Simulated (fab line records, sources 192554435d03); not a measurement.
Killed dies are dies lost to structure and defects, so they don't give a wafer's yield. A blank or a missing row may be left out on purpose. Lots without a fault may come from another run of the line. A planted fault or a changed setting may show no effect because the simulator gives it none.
Tool commonality check | flow n5_finfet | 7 lots, 20 wafers sampled

WHY IT WAS OPENED
At N5_BEOL_M12_OCD_MEAS_35 the reading trench_depth_nm is flagged on 2 of 7 lots. Wafers without a fault read 319 nm, standard deviation 6.7.
Rule: a lot is flagged when every wafer of it that has a number lies more than 4 standard deviations from that mean, or none has a number. The other lots count as sound.

lot  | measured     | on     | trench_depth_nm (nm), wafer by wafer | flag
L657 | day 12 06:28 | ocd-02 | 322 310 319                          |
L655 | day 12 12:15 | ocd-02 | 319 315 310                          |
L664 | day 14 06:36 | ocd-01 | 283 287 291                          | FLAGGED
L663 | day 15 02:57 | ocd-02 | 284 285 291                          | FLAGGED
L667 | day 15 08:08 | ocd-02 | 325 315                              |
L669 | day 15 16:22 | ocd-02 | 314 329 315                          |
L673 | day 17 05:01 | ocd-01 | 313 315 313                          |
The numbers of the flagged lots are 287 nm on average: -32 nm against the usual, or -5 standard deviations.

WHICH TOOL RAN EACH LOT
The record holds 1 process step before the reading, out of a route of 1938 steps. In each cell: the tool, then ch and the chambers that the sampled wafers went through, then the start.
lot  | flag    | N5_BEOL_M12_TRENCH_ETCH_34
L657 |         | rie_diel-01 ch 0,2, day 12 06:19
L655 |         | rie_diel-01 ch 0,1, day 12 12:05
L664 | FLAGGED | rie_diel-01 ch 0,1,3, day 14 06:26
L663 | FLAGGED | rie_diel-01 ch 0,1,2, day 15 02:47
L667 |         | rie_diel-06 ch 0,3, day 15 07:59
L669 |         | rie_diel-03 ch 1,2,3, day 15 16:13
L673 |         | rie_diel-03 ch 0,1, day 17 04:52
What these steps do:
- N5_BEOL_M12_TRENCH_ETCH_34: etches SiOC in C4F8/O2/Ar, target depth 318.95 nm, time 125.5 s.
- N5_BEOL_M12_OCD_MEAS_35

FLAGGED OVER TOTAL, TOOL BY TOOL (the gauges that took the reading come last)
step                       | tool        | lots run | flagged | share of the flagged lots | sound lots run after its first flagged lot
N5_BEOL_M12_TRENCH_ETCH_34 | rie_diel-01 | 4        | 2       | all                       | 0
N5_BEOL_M12_TRENCH_ETCH_34 | rie_diel-03 | 2        | 0       | none                      | -
N5_BEOL_M12_TRENCH_ETCH_34 | rie_diel-06 | 1        | 0       | none                      | -
N5_BEOL_M12_OCD_MEAS_35    | ocd-01      | 2        | 1       | some                      | 1 (L673)
N5_BEOL_M12_OCD_MEAS_35    | ocd-02      | 5        | 1       | some                      | 2 (L667,L669)

WHAT THE TABLE ALLOWS
1 row of the table ran every flagged lot: rie_diel-01 at N5_BEOL_M12_TRENCH_ETCH_34.
- rie_diel-01 at N5_BEOL_M12_TRENCH_ETCH_34: 2 of its 4 lots flagged. Its last sound lot is L655 (day 12 12:05), its first flagged lot L664 (day 14 06:26): a fault that began between those two fits.
One tool is left: rie_diel-01 at N5_BEOL_M12_TRENCH_ETCH_34.

WHAT THE SIMULATOR HAD PUT IN
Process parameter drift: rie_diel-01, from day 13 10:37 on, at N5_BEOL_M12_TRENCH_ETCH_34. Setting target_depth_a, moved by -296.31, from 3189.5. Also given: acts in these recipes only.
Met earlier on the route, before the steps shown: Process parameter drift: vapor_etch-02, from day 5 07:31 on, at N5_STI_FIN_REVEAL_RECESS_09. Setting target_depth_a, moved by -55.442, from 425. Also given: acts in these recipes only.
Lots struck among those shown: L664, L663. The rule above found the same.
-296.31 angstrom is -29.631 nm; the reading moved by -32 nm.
